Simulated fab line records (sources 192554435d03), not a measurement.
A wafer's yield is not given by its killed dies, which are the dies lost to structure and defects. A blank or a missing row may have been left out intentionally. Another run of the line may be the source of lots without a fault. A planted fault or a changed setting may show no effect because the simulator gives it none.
Which tool was responsible? | flow n5-finfet | 10 lots, 30 wafers sampled, at 2 steps of a route of 1938

== WHAT EACH GAUGE READ, for each wafer ==
N5_BEOL_M4_RC_MEAS_101.
lot  | measured     | on        | REXT_P (ohm.um)
L409 | day 8 09:34  | prober-02 | 103.1 101.9 99.5
L410 | day 8 01:04  | prober-01 | 98.1 100.1 98.2
L413 | day 9 11:35  | prober-01 | 100.0 98.6 101.1
L414 | day 9 13:09  | prober-02 | 98.4 101.0 99.9
L415 | day 9 11:29  | prober-02 | 101.3 101.2 99.7
L416 | day 10 08:27 | prober-02 | 99.1 98.3 101.3
L417 | day 10 14:59 | prober-01 | 102.3 102.0 102.8
L426 | day 12 20:48 | prober-02 | 101.2 118.0 99.8
L429 | day 13 03:29 | prober-01 | 101.2 96.5 99.0
L430 | day 13 10:34 | prober-01 | 102.9 100.4 100.7

== EACH LOT AND THE TOOL THAT RAN IT (in order: tool; ch and the chambers of the sampled wafers; start) ==
lot  | N5_SPACER0_ALD_08
L409 | ald-sin-03 ch 0,1,2, day 3 06:27
L410 | ald-sin-03 ch 0,1,2, day 3 12:36
L413 | ald-sin-01 ch 0,2, day 4 08:26
L414 | ald-sin-03 ch 0,3, day 4 16:39
L415 | ald-sin-03 ch 0,2,3, day 4 17:54
L416 | ald-sin-03 ch 0,1,2, day 5 03:34
L417 | ald-sin-03 ch 0,2, day 5 08:14
L426 | ald-sin-03 ch 2,3, day 7 13:31
L429 | ald-sin-01 ch 0,2,3, day 8 05:50
L430 | ald-sin-04 ch 0,2,3, day 8 19:22
- N5_SPACER0_ALD_08: deposits SiNx, target thk 2 nm.

== THE ANSWER, worked out from the rows above alone ==
Rule: the lots themselves supply what counts as usual. The widest of any qualifying gaps counts: lots, ordered by their means at a reading, are off when they make up no more than a third of the lots, leave a main group of 4 or more, and stand apart from it by 3 or more times the standard deviation of that group's means. If all means in a main group match to the digits the tables above print for the reading, that group is not used. Also off: a lot with no number at a reading for which 4 or more lots have one. Any other lot the step has rows for is counted as sound.
Off: L426, at N5_BEOL_M4_RC_MEAS_101 (REXT_P). The main group: mean 100.3 ohm.um, standard deviation 1.2.
A tool fits if, at a process step before that reading, it ran every lot that is off, and no sound lot after the first of them. Gauges at N5_BEOL_M4_RC_MEAS_101: tried the same way as those tools. Undecided on this evidence; 2 tools fit (ald-sin-03 at N5_SPACER0_ALD_08, prober-02 at N5_BEOL_M4_RC_MEAS_101).

== WHAT THE SIMULATOR PUT IN ==
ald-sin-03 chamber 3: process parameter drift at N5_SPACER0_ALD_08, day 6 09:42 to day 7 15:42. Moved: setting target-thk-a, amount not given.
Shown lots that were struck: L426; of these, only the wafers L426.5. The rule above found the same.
